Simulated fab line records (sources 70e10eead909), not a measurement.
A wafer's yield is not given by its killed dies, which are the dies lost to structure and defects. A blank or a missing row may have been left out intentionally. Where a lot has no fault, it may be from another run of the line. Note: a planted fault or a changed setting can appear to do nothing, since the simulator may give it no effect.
Comparing a struck lot with a sound one ; flow nandHarc ; 13 out of 1159 route steps
Sound: the wafers L816.1, L816.3, L816.4. Struck: wafer L819.6 (L819.3, L819.4, from the same lot, were not struck and are left out); the cause is given at the end.
At each step with rows: each side's tool, then ch and its chambers, then its first start. Under that, the readings that differ: sound wafers ; struck wafers ; difference of the means ; sigmas: that difference in standard deviations of wafers without a fault.
alike: readings whose means differ by less than 2 such deviations, and words and numbers that are the same on both sides. not compared: withheld readings, readings that some wafer has no value for, bounds like >300 that may hide the same value, and numbers for which the record gives no deviation and whose values overlap.
A row with sigmas, a row that says differs or no value, or rows on one side alone: a step with any of these is where the two part. Non-overlapping numbers with no deviation appear without sigmas and do not part them. A reading missing from all wafers of one side parts the sides only when that side holds two or more wafers.

NHARC_A_WL_FILL_RTA_01: time 5 s.
  sound on rtpAnneal-02 ch 0, day 15 11:11; struck on rtpAnneal-01 ch 0, day 16 18:45
reading;sound;struck;difference;sigmas
lampPowerPct (%);28.5 28.4 28.5;31.9;+3.4;+2
  alike: wafer_temp_C_max
then, 1 step without rows for these wafers: NHARC_A_WL_FILL_ALD_02 (deposits TiN, target thk 2 nm, pulse time 3 s, ald cycles 100).
NHARC_A_WL_FILL_CVD_03: deposits W, target thk 40 nm, time 3302 s.
  sound on cvdW-01 ch 0,1, day 15 11:56; struck on cvdW-01 ch 0, day 16 20:17
  alike: heaterPowerW, throttleValvePct
NHARC_A_WL_FILL_ETCHBACK_04: etches the open film in NF3, target depth 60 nm, time 120 s.
  sound on rieMetal-02 ch 0,1, day 15 15:22; struck on rieMetal-03 ch 1, day 16 22:44
  alike: drypumpMotorCurrentA, oesProductAu
  not compared: rfHoursCounterH
NHARC_A_WL_FILL_ETCHBACK_05: etches the open film in Cl2/BCl3, target depth 22 nm, time 60 s.
  sound on rieMetal-02 ch 0,1, day 15 15:34; struck on rieMetal-03 ch 0, day 16 22:56
  alike: drypumpMotorCurrentA, oesProductAu
  not compared: rfHoursCounterH
NHARC_A_WL_FILL_STRIP_27: strips in N2/H2, time 20 s.
  sound on plasmaAsher-01 ch 0,1, day 15 15:44; struck on plasmaAsher-01 ch 0, day 16 23:05
  alike: drypumpMotorCurrentA, heaterPowerW
  not compared: rfHoursCounterH, rfReflPowerW
then, 4 steps without rows for these wafers: NHARC_A_WL_FILL_STRIP_28 (strips in post etch residue remover, time 1200 s); NHARC_A_WL_FILL_PRECLEAN_06 (cleans in DIW, time 300 s); NHARC_A_WL_FILL_SRD_07; NHARC_A_WL_FILL_ANNEAL_08 (time 1800 s).
NHARC_A_WL_FILL_ALD_10: deposits SiO2, target thk 50 nm, pulse time 10 s, ald cycles 500.
  sound on aldHk-04 ch 1,2,3, day 15 21:53; struck on aldHk-02 ch 0, day 17 07:08
reading;sound;struck;difference;sigmas
aldCycles;500 500 500;569;+69;
  alike: heaterPowerW, precursorPulseHeightRel
then, 1 step without rows for these wafers: NHARC_A_WL_FILL_ETCHBACK_16 (etches the open film in C4F8/O2/Ar, target depth 88 nm, time 17.6 s).
-- jump in the record: it breaks off in module A_WL_FILL and resumes in module END (first step shown: number 1159 of the route), and 4 days separate the struck wafers' starts before and after --
NHARC_END_SORT_01:
  here the record holds rows for the struck wafers (prober-02 ch 0, day 21 05:44) but none for the sound ones

WHERE THEY PART
Earliest at NHARC_A_WL_FILL_RTA_01; latest, in this record, at NHARC_END_SORT_01.

WHY: what had been put in by the simulator
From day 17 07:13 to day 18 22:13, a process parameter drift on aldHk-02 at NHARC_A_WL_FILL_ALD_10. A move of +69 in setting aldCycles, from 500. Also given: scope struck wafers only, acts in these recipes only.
